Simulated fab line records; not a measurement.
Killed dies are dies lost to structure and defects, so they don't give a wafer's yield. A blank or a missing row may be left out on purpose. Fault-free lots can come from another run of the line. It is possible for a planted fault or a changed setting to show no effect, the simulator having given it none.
A struck lot beside a sound one -- flow nandHarc -- 38 out of 1302 route steps
Sound: wafers L273.1, L273.2, L273.3. The struck wafers were L285.4, L285.5, L285.6. The cause is named last.
At each step with rows: each side's tool, then ch and its chambers, then its first start. Under that, the readings that differ: sound wafers -- struck wafers -- difference of the means -- sigmas: that difference in standard deviations of wafers without a fault.
alike: same words and numbers on both sides, and readings whose means sit less than 2 such deviations apart. not compared: any withheld reading, any reading some wafer has no value for, any bound like >300 that may hide the same value, and any number with overlapping values for which the record gives no deviation.
A row with sigmas, a row that says differs or no value, or rows on one side alone: a step with any of these is where the two part. Non-overlapping numbers with no deviation appear without sigmas and do not part them. Lack of a reading on every wafer of one side parts them only where that side has two or more wafers.

NHARC_A_ZERO_WELL_ETCH_13: etches the open film in HBr/Cl2, target depth 120 nm, time 40.1 s.
  sound on rieSi-05 ch 0,2,3, day 7 05:11; struck on rieSi-05 ch 0,1, day 12 06:41
  alike: drypumpMotorCurrentA, mfcCl2Sccm, oesProductAu, throttleValvePct
  not compared: rfHoursCounterH
then, 4 steps without rows for these wafers: NHARC_A_ZERO_WELL_STRIP_14 (strips in SPM, time 900 s); NHARC_A_ZERO_WELL_IMPLANT_15; NHARC_A_ZERO_WELL_PRECLEAN_22 (cleans in SC1, time 60 s); NHARC_A_ZERO_WELL_SRD_23.
NHARC_A_ZERO_WELL_RTA_16: time 10 s.
  sound on rtpAnneal-01 ch 0, day 7 06:06; struck on rtpAnneal-01 ch 0, day 12 07:45
  alike: lampPowerPct, wafer_temp_C_max
NHARC_A_ZERO_WELL_INSPECT_17:
  struck on defectInspect-01, day 12 07:58; sound on defectInspect-02, day 7 06:17
  alike: rawDefectCount
then, 3 steps without rows for these wafers: NHARC_A_SOURCE_PLATE_PRECLEAN_00 (cleans in HF-LAST, time 60 s); NHARC_A_SOURCE_PLATE_SRD_01; NHARC_A_SOURCE_PLATE_OXIDE_02 (material SiO2, target thk 10 nm, ox time 1362 s).
NHARC_A_SOURCE_PLATE_THK_MEAS_09: measures by ellipsometry.
  struck on filmMetro-02, day 12 15:44; sound on filmMetro-02, day 7 12:32
  alike: thkNm
NHARC_A_SOURCE_PLATE_PVD_04: deposits WSi2, target thk 50 nm.
  struck on pvdSputter-03, day 12 15:50; sound on pvdSputter-02, day 7 12:37
then, 2 steps without rows for these wafers: NHARC_A_SOURCE_PLATE_CVD_03 (deposits poly-Si, target thk 200 nm, time 4000 s); NHARC_A_SOURCE_PLATE_ANNEAL_05 (time 1800 s).
NHARC_A_SOURCE_PLATE_THK_MEAS_06: measures by ellipsometry.
  struck on filmMetro-02, day 13 04:51; sound on filmMetro-02, day 8 02:01
  alike: thkNm
NHARC_A_SOURCE_PLATE_INSPECT_08:
  struck on defectInspect-02, day 13 05:08; sound on defectInspect-01, day 8 02:04
reading,sound,struck,difference,sigmas
rawDefectCount,80 54 33,683 558 632,+569,+25
  not compared: hold
NHARC_A_ONON_D1_THK_MEAS_02: measures by ellipsometry.
  struck on filmMetro-02, day 13 15:58; sound on filmMetro-01, day 8 02:39
  alike: thkNm
then, 1 step without rows for these wafers: NHARC_A_ONON_D1_DEP_03 (target thk 1000 nm).
NHARC_A_ONON_D1_THK_MEAS_05: measures by ellipsometry.
  struck on filmMetro-01, day 13 16:32; sound on filmMetro-02, day 8 03:13
  alike: thkNm
then, 1 step without rows for these wafers: NHARC_A_ONON_D1_DEP_06 (target thk 1000 nm).
NHARC_A_ONON_D1_THK_MEAS_08: measures by ellipsometry.
  struck on filmMetro-02, day 13 17:05; sound on filmMetro-01, day 8 03:46
  alike: thkNm
then, 1 step without rows for these wafers: NHARC_A_ONON_D1_DEP_09 (target thk 1000 nm).
NHARC_A_ONON_D1_THK_MEAS_11: measures by ellipsometry.
  struck on filmMetro-02, day 13 17:39; sound on filmMetro-01, day 8 04:20
reading,sound,struck,difference,sigmas
thkNm (nm),984 983 982,1006 1006 1008,+24,+2
then, 1 step without rows for these wafers: NHARC_A_ONON_D1_DEP_12 (target thk 1000 nm).
NHARC_A_ONON_D1_THK_MEAS_14: measures by ellipsometry.
  struck on filmMetro-02, day 13 18:44; sound on filmMetro-02, day 8 04:54
  alike: thkNm
then, 2 steps without rows for these wafers: NHARC_A_ONON_D1_ANNEAL_15 (time 3600 s); NHARC_A_ONON_D1_DEP_16 (target thk 1000 nm).
NHARC_A_ONON_D1_THK_MEAS_18: measures by ellipsometry.
  struck on filmMetro-01, day 13 23:13; sound on filmMetro-02, day 8 12:25
  alike: thkNm
then, 1 step without rows for these wafers: NHARC_A_ONON_D1_DEP_19 (target thk 1000 nm).
NHARC_A_ONON_D1_THK_MEAS_21: measures by ellipsometry.
  struck on filmMetro-02, day 13 23:47; sound on filmMetro-01, day 8 12:59
  alike: thkNm
then, 1 step without rows for these wafers: NHARC_A_ONON_D1_DEP_22 (target thk 1000 nm).
NHARC_A_ONON_D1_THK_MEAS_24: measures by ellipsometry.
  struck on filmMetro-01, day 14 00:21; sound on filmMetro-01, day 8 13:34
  alike: thkNm
then, 1 step without rows for these wafers: NHARC_A_ONON_D1_DEP_25 (target thk 1000 nm).
NHARC_A_ONON_D1_THK_MEAS_27: measures by ellipsometry.
  struck on filmMetro-02, day 14 00:55; sound on filmMetro-01, day 8 14:07
  alike: thkNm
then, 1 step without rows for these wafers: NHARC_A_ONON_D1_DEP_28 (target thk 1000 nm).
NHARC_A_ONON_D1_THK_MEAS_30: measures by ellipsometry.
  struck on filmMetro-01, day 14 01:59; sound on filmMetro-02, day 8 14:41
  alike: thkNm
NHARC_A_ONON_D1_DEP_33: deposits SiO2, target thk 200 nm.
  sound on pecvd-01 ch 0,1,2, day 8 14:45; struck on pecvd-01 ch 0,1,2, day 14 12:16
reading,sound,struck,difference,sigmas
sinceWetCleanH (h),40 40 40,- - -,no value on the struck wafers,
  alike: chamberPressureTorr, heaterPowerW, throttleValvePct
NHARC_END_SORT_01:
  the record has rows for the sound wafers here (prober-02 ch 0, day 25 01:07) and none for the struck ones

== WHERE THEY PART ==
At NHARC_A_SOURCE_PLATE_INSPECT_08 first; at NHARC_END_SORT_01 last (within this record only).

WHY: whatever the simulator had introduced
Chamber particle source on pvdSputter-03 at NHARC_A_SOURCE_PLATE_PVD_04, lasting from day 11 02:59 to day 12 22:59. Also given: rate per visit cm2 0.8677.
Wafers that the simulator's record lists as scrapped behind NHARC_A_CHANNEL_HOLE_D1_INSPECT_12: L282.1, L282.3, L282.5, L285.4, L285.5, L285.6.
